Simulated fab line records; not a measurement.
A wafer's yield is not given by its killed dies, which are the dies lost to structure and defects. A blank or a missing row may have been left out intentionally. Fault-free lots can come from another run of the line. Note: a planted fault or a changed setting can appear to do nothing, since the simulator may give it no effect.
A struck lot beside a sound one + flow n5_finfet + 34 out of 1938 route steps
Sound: these wafers, L433.2, L433.3, L433.4. Wafers L423.1, L423.2, L423.5 were the ones struck. The cause comes at the end.
For every step that has rows: the tool of each side, followed by ch and its chambers, followed by its first start. Under that, the readings that differ: sound wafers + struck wafers + difference of the means + sigmas: that difference in standard deviations of wafers without a fault.
alike: readings whose means differ by less than 2 such deviations, and words and numbers that are the same on both sides. not compared: withheld readings, readings that some wafer has no value for, bounds like >300 that may hide the same value, and numbers for which the record gives no deviation and whose values overlap.
The two part at a step that has a row with sigmas, a row that says differs or no value, or rows on one side only. Numbers that don't overlap but have no deviation are shown without sigmas and don't part them. A reading that every wafer of one side lacks parts them only if that side has two wafers or more.

first, 10 steps without rows for these wafers: N5_BEOL_M6_TRENCH_ETCH_37 (etches SiCOH lowk in C4F6/O2, target depth 94.435 nm, time 31.5 s); N5_BEOL_M6_ETCH_41 (etches SiCN in CH3F/O2, target depth 29.7 nm, time 52 s); N5_BEOL_M6_STRIP_80 (strips in N2/H2, time 10 s); N5_BEOL_M6_HM_STRIP_39 (strips TiN in peroxide tin strip, target depth 25 nm, time 158 s); N5_BEOL_M6_SRD_40 (time 30 s); N5_BEOL_M6_PRECLEAN_42 (cleans in residue remover, time 60 s); N5_BEOL_M6_SRD_43 (time 30 s); N5_BEOL_M6_CURE_75 (cures SiCOH lowk, time 120 s); N5_BEOL_M6_DEGAS_44 (time 60 s); N5_BEOL_M6_PRE_CLEAN_45 (time 30 s).
N5_BEOL_M6_ALD_77: deposits TaN, target thk 2 nm, pulse time 2 s, purge time 3 s.
  sound on ald_metal-01 ch 0,1,3, day 15 11:38; struck on ald_metal-03 ch 1,2, day 12 18:54
  alike: heater_power_w
then, 22 steps without rows for these wafers: N5_BEOL_M6_SURFACE_TREAT_79; N5_BEOL_M6_CVD_78 (deposits Co from CCTBA/H2, target thk 2 nm, time 142.3 s); N5_BEOL_M6_SPUTTER_48 (material Cu, target thk 10 nm, time 1.667 s); N5_BEOL_M6_ECD_50 (material Cu, target thk 300 nm); N5_BEOL_M6_ANNEAL_51 (time 90 s); N5_BEOL_M6_CMP_52 (polishes, stops on SiCOH lowk, t overpolish 6.9 s, target thk 80 nm); N5_BEOL_M6_PRE_CLEAN_55 (time 15 s); N5_BEOL_M6_DEP_56 (deposits SiCN from 3MS/NH3, target thk 10 nm, time 17.5 s); N5_BEOL_M7_ILD_DEP_00 (deposits SiCOH lowk from DEMS/porogen, target thk 179.75 nm, time 33.4 s); N5_BEOL_M7_CURE_74 (cures SiCOH lowk, time 240 s); N5_BEOL_M7_PECVD_70 (deposits SiO2 from TEOS/O2, target thk 20 nm, time 22.7 s); N5_BEOL_M7_HM_DEP_02 (deposits TiN, target thk 20 nm); N5_BEOL_M7_COAT_59 (time 60 s, resist thk 100 nm); N5_BEOL_M7_COAT_60 (time 60 s, resist thk 35 nm); N5_BEOL_M7_COAT_05 (resist thk 90 nm); N5_BEOL_M7_EBR_07; N5_BEOL_M7_SOFTBAKE_06 (time 60 s); N5_BEOL_M7_EXPOSE_08 (exposes mask M7); N5_BEOL_M7_PEB_09 (peb time 60 s); N5_BEOL_M7_DEVELOP_10 (develop time 30 s); N5_BEOL_M7_DESCUM_16 (chemistry O2, time 7.9 s); N5_BEOL_M7_ETCH_61 (etches SiARC in CF4, target depth 45.5 nm, time 75.8 s).
-- record jumps: 4 days separate the struck wafers' starts on either side; left off in module BEOL_M7, taken up again in module PASSIVATION, whose first shown step is the route's number 1936 --
N5_PASSIVATION_PROBE_49:
  sound: prober-02 at day 19 02:46; struck: prober-01 at day 16 13:04
| reading                  | sound          | struck         | difference | sigmas |
|--------------------------|----------------|----------------|------------|--------|
| defect_limited_yield (%) | 90.3 91.5 91.3 | 84.2 81.9 84.3 | -7.6       | -5     |
| killed_at_M4_up          | 10 9 13        | 84 140 86      | +93        | +17    |
| killed_dies              | 114 100 103    | 186 213 185    | +89        | +5     |
| killed_on_rim            | 11 14 12       | 31 13 33       | +13        | +4     |
| sort_bin_5_function (%)  | 6.9 5.3 6.1    | 9.5 11.9 9.7   | +4.3       | +4     |
| sort_bin_6_memory (%)    | 2.5 3.0 2.2    | 4.2 3.7 4.1    | +1.4       | +2     |
| sort_n_pass              | 1066 1080 1077 | 994 967 995    | -89        | -5     |
| sort_yield_pct (%)       | 90.3 91.5 91.3 | 84.2 81.9 84.3 | -7.6       | -5     |
  alike: killed_at_M0_to_M3, killed_at_contacts, killed_at_front_end, killed_at_other, killed_open, killed_short

WHERE THEY PART
N5_PASSIVATION_PROBE_49 only, going by this record.

WHY: what the simulator had put in
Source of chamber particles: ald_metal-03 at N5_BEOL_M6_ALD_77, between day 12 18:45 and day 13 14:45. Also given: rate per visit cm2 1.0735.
